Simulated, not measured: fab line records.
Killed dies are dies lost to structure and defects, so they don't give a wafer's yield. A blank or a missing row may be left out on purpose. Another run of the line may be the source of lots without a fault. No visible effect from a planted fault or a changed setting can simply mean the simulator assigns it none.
Split-lot study || flow n5Finfet || 7 lots, 39 wafers read, on a route of 1938 steps

== ABOUT THE SPLIT ==
At N5_FIN_SAQP_ETCH_69 (etches SOC in N2/H2, stops on SiNx, target depth 150 nm), the setting targetDepthA was moved away from the recipe's 1500 angstrom on 15 of the 39 wafers read, by -8.8% to +9.3%. The other wafers ran this setting at the recipe's value.

The split's own step is where the reading is taken.

== THE READING ==
SOC_of_FIN_SAQP_COAT_68.thkNm (the simulator's own value, which no gauge read), in nm, at N5_FIN_SAQP_ETCH_69 (etches SOC in N2/H2, stops on SiNx, target depth 150 nm). The file gives no usual value for it. The 24 wafers here that ran the recipe average 4.5 nm, standard deviation 2.2 nm.

{"wafer": "L079.1", "tool, chamber at the split": "rieDiel-01, 3", "targetDepthA as run, angstrom": 1500, "against the recipe": "recipe", "SOC_of_FIN_SAQP_COAT_68.thkNm, nm": 0, "against lot-mates on the recipe": "-"}
{"wafer": "L079.2", "tool, chamber at the split": "rieDiel-01, 0,3,2", "targetDepthA as run, angstrom": 1570, "against the recipe": "+4.7%", "SOC_of_FIN_SAQP_COAT_68.thkNm, nm": 0, "against lot-mates on the recipe": -2.3}
{"wafer": "L079.5", "tool, chamber at the split": "rieDiel-01, 0,3,2", "targetDepthA as run, angstrom": 1570, "against the recipe": "+4.7%", "SOC_of_FIN_SAQP_COAT_68.thkNm, nm": 0, "against lot-mates on the recipe": -2.3}
{"wafer": "L079.6", "tool, chamber at the split": "rieDiel-01, 0,3,2", "targetDepthA as run, angstrom": 1570, "against the recipe": "+4.7%", "SOC_of_FIN_SAQP_COAT_68.thkNm, nm": 0, "against lot-mates on the recipe": -2.3}
{"wafer": "L079.3", "tool, chamber at the split": "rieDiel-01, 2", "targetDepthA as run, angstrom": 1500, "against the recipe": "recipe", "SOC_of_FIN_SAQP_COAT_68.thkNm, nm": 2.4, "against lot-mates on the recipe": "-"}
{"wafer": "L079.4", "tool, chamber at the split": "rieDiel-01, 1", "targetDepthA as run, angstrom": 1500, "against the recipe": "recipe", "SOC_of_FIN_SAQP_COAT_68.thkNm, nm": 4.6, "against lot-mates on the recipe": "-"}
{"wafer": "L083.1", "tool, chamber at the split": "rieDiel-01, 3", "targetDepthA as run, angstrom": 1500, "against the recipe": "recipe", "SOC_of_FIN_SAQP_COAT_68.thkNm, nm": 0.8, "against lot-mates on the recipe": "-"}
{"wafer": "L083.2", "tool, chamber at the split": "rieDiel-01, 0", "targetDepthA as run, angstrom": 1500, "against the recipe": "recipe", "SOC_of_FIN_SAQP_COAT_68.thkNm, nm": 4.2, "against lot-mates on the recipe": "-"}
{"wafer": "L083.3", "tool, chamber at the split": "rieDiel-01, 2", "targetDepthA as run, angstrom": 1500, "against the recipe": "recipe", "SOC_of_FIN_SAQP_COAT_68.thkNm, nm": 4.6, "against lot-mates on the recipe": "-"}
{"wafer": "L083.4", "tool, chamber at the split": "rieDiel-01, 0", "targetDepthA as run, angstrom": 1500, "against the recipe": "recipe", "SOC_of_FIN_SAQP_COAT_68.thkNm, nm": 4.8, "against lot-mates on the recipe": "-"}
{"wafer": "L083.5", "tool, chamber at the split": "rieDiel-01, 3", "targetDepthA as run, angstrom": 1500, "against the recipe": "recipe", "SOC_of_FIN_SAQP_COAT_68.thkNm, nm": 1.2, "against lot-mates on the recipe": "-"}
{"wafer": "L083.6", "tool, chamber at the split": "rieDiel-01, 2", "targetDepthA as run, angstrom": 1500, "against the recipe": "recipe", "SOC_of_FIN_SAQP_COAT_68.thkNm, nm": 4, "against lot-mates on the recipe": "-"}
{"wafer": "L085.1", "tool, chamber at the split": "rieDiel-06, 2", "targetDepthA as run, angstrom": 1500, "against the recipe": "recipe", "SOC_of_FIN_SAQP_COAT_68.thkNm, nm": 6.8, "against lot-mates on the recipe": "-"}
{"wafer": "L085.2", "tool, chamber at the split": "rieDiel-06, 1", "targetDepthA as run, angstrom": 1500, "against the recipe": "recipe", "SOC_of_FIN_SAQP_COAT_68.thkNm, nm": 4.2, "against lot-mates on the recipe": "-"}
{"wafer": "L085.3", "tool, chamber at the split": "rieDiel-06, 0,3,0", "targetDepthA as run, angstrom": 1640, "against the recipe": "+9.3%", "SOC_of_FIN_SAQP_COAT_68.thkNm, nm": 0, "against lot-mates on the recipe": -5.7}
{"wafer": "L085.4", "tool, chamber at the split": "rieDiel-06, 0,3,0", "targetDepthA as run, angstrom": 1640, "against the recipe": "+9.3%", "SOC_of_FIN_SAQP_COAT_68.thkNm, nm": 0, "against lot-mates on the recipe": -5.7}
{"wafer": "L085.5", "tool, chamber at the split": "rieDiel-06, 0,3,0", "targetDepthA as run, angstrom": 1640, "against the recipe": "+9.3%", "SOC_of_FIN_SAQP_COAT_68.thkNm, nm": 0, "against lot-mates on the recipe": -5.7}
{"wafer": "L085.6", "tool, chamber at the split": "rieDiel-06, 3", "targetDepthA as run, angstrom": 1500, "against the recipe": "recipe", "SOC_of_FIN_SAQP_COAT_68.thkNm, nm": 6.2, "against lot-mates on the recipe": "-"}
{"wafer": "L089.1", "tool, chamber at the split": "rieDiel-02, 0", "targetDepthA as run, angstrom": 1560, "against the recipe": "+4.0%", "SOC_of_FIN_SAQP_COAT_68.thkNm, nm": 2.2, "against lot-mates on the recipe": -3.3}
{"wafer": "L089.2", "tool, chamber at the split": "rieDiel-02, 3", "targetDepthA as run, angstrom": 1500, "against the recipe": "recipe", "SOC_of_FIN_SAQP_COAT_68.thkNm, nm": 5, "against lot-mates on the recipe": "-"}
{"wafer": "L089.3", "tool, chamber at the split": "rieDiel-02, 1", "targetDepthA as run, angstrom": 1500, "against the recipe": "recipe", "SOC_of_FIN_SAQP_COAT_68.thkNm, nm": 6.2, "against lot-mates on the recipe": "-"}
{"wafer": "L089.4", "tool, chamber at the split": "rieDiel-02, 2", "targetDepthA as run, angstrom": 1560, "against the recipe": "+4.0%", "SOC_of_FIN_SAQP_COAT_68.thkNm, nm": 1.2, "against lot-mates on the recipe": -4.3}
{"wafer": "L089.5", "tool, chamber at the split": "rieDiel-02, 0", "targetDepthA as run, angstrom": 1500, "against the recipe": "recipe", "SOC_of_FIN_SAQP_COAT_68.thkNm, nm": 5.2, "against lot-mates on the recipe": "-"}
{"wafer": "L089.6", "tool, chamber at the split": "rieDiel-02, 1", "targetDepthA as run, angstrom": 1560, "against the recipe": "+4.0%", "SOC_of_FIN_SAQP_COAT_68.thkNm, nm": 3.8, "against lot-mates on the recipe": -1.7}
{"wafer": "L091.1", "tool, chamber at the split": "rieDiel-06, 3", "targetDepthA as run, angstrom": 1389, "against the recipe": "-7.4%", "SOC_of_FIN_SAQP_COAT_68.thkNm, nm": 11.8, "against lot-mates on the recipe": "+4.9"}
{"wafer": "L091.2", "tool, chamber at the split": "rieDiel-06, 0", "targetDepthA as run, angstrom": 1500, "against the recipe": "recipe", "SOC_of_FIN_SAQP_COAT_68.thkNm, nm": 7.6, "against lot-mates on the recipe": "-"}
{"wafer": "L091.3", "tool, chamber at the split": "rieDiel-06, 2", "targetDepthA as run, angstrom": 1389, "against the recipe": "-7.4%", "SOC_of_FIN_SAQP_COAT_68.thkNm, nm": 13.4, "against lot-mates on the recipe": "+6.5"}
{"wafer": "L091.4", "tool, chamber at the split": "rieDiel-06, 1", "targetDepthA as run, angstrom": 1389, "against the recipe": "-7.4%", "SOC_of_FIN_SAQP_COAT_68.thkNm, nm": 11.6, "against lot-mates on the recipe": "+4.7"}
{"wafer": "L091.5", "tool, chamber at the split": "rieDiel-06, 0", "targetDepthA as run, angstrom": 1500, "against the recipe": "recipe", "SOC_of_FIN_SAQP_COAT_68.thkNm, nm": 8.8, "against lot-mates on the recipe": "-"}
{"wafer": "L091.6", "tool, chamber at the split": "rieDiel-06, 1", "targetDepthA as run, angstrom": 1500, "against the recipe": "recipe", "SOC_of_FIN_SAQP_COAT_68.thkNm, nm": 4.2, "against lot-mates on the recipe": "-"}
{"wafer": "L093.2", "tool, chamber at the split": "rieDiel-01, 1", "targetDepthA as run, angstrom": 1500, "against the recipe": "recipe", "SOC_of_FIN_SAQP_COAT_68.thkNm, nm": 2.6, "against lot-mates on the recipe": "-"}
{"wafer": "L093.4", "tool, chamber at the split": "rieDiel-01, 0", "targetDepthA as run, angstrom": 1500, "against the recipe": "recipe", "SOC_of_FIN_SAQP_COAT_68.thkNm, nm": 4.8, "against lot-mates on the recipe": "-"}
{"wafer": "L093.6", "tool, chamber at the split": "rieDiel-01, 1", "targetDepthA as run, angstrom": 1500, "against the recipe": "recipe", "SOC_of_FIN_SAQP_COAT_68.thkNm, nm": 2, "against lot-mates on the recipe": "-"}
{"wafer": "L097.1", "tool, chamber at the split": "rieDiel-01, 1,2", "targetDepthA as run, angstrom": 1368, "against the recipe": "-8.8%", "SOC_of_FIN_SAQP_COAT_68.thkNm, nm": 13.6, "against lot-mates on the recipe": "+7.3"}
{"wafer": "L097.4", "tool, chamber at the split": "rieDiel-01, 1,2", "targetDepthA as run, angstrom": 1368, "against the recipe": "-8.8%", "SOC_of_FIN_SAQP_COAT_68.thkNm, nm": 13.6, "against lot-mates on the recipe": "+7.3"}
{"wafer": "L097.2", "tool, chamber at the split": "rieDiel-01, 3", "targetDepthA as run, angstrom": 1368, "against the recipe": "-8.8%", "SOC_of_FIN_SAQP_COAT_68.thkNm, nm": 11, "against lot-mates on the recipe": "+4.7"}
{"wafer": "L097.3", "tool, chamber at the split": "rieDiel-01, 0", "targetDepthA as run, angstrom": 1500, "against the recipe": "recipe", "SOC_of_FIN_SAQP_COAT_68.thkNm, nm": 7.6, "against lot-mates on the recipe": "-"}
{"wafer": "L097.5", "tool, chamber at the split": "rieDiel-01, 2", "targetDepthA as run, angstrom": 1500, "against the recipe": "recipe", "SOC_of_FIN_SAQP_COAT_68.thkNm, nm": 5.8, "against lot-mates on the recipe": "-"}
{"wafer": "L097.6", "tool, chamber at the split": "rieDiel-01, 1", "targetDepthA as run, angstrom": 1500, "against the recipe": "recipe", "SOC_of_FIN_SAQP_COAT_68.thkNm, nm": 5.6, "against lot-mates on the recipe": "-"}
The file does not say which wafer passed through which chamber wherever a row lists several chambers: such a row stands for several wafers.

FIT RESULTS
A straight line over all 39 wafers: SOC_of_FIN_SAQP_COAT_68.thkNm changes by -0.787 nm for each +1% of targetDepthA; r = -0.87; the points scatter about the line by 2.1 nm.
The same after taking each lot's own level away (the mean of its wafers on the recipe; 39 wafers): -0.674 nm for each +1%; r = -0.92; scatter 1.3 nm.
According to that fit, moving targetDepthA by its largest amount changes the reading by 6.3 nm.
Measured against the standard deviation above, the lots' own levels, which go from 2.33 to 6.87 nm, span 2.1 times it.
Thus the slope moves with the lot-to-lot level: the two fits are different.
Check: with one of the wafers moved furthest among these (+9.3%) left out of the fit, the line predicts -6.21 nm for it against its lot-mates. Against them it came out at -5.73 nm.

== OTHER SPLITS ON THESE WAFERS ==
These wafers also went through other splits before the reading. Each is held against what the fit with the lots' levels taken away leaves over:
{"other split on the same wafers": "N5_PMOS_HMC_CHANNEL_EPI_EPI_20 pressureTorr", "wafers away from the commonest value": 30, "r with SOC_of_FIN_SAQP_COAT_68.thkNm (lot level and that fit taken away)": -0.02}

== THE FILE'S OWN FIT ==
SOC_of_FIN_SAQP_COAT_68.thkNm changes by -0.673 nm for each +1% of targetDepthA, r = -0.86.
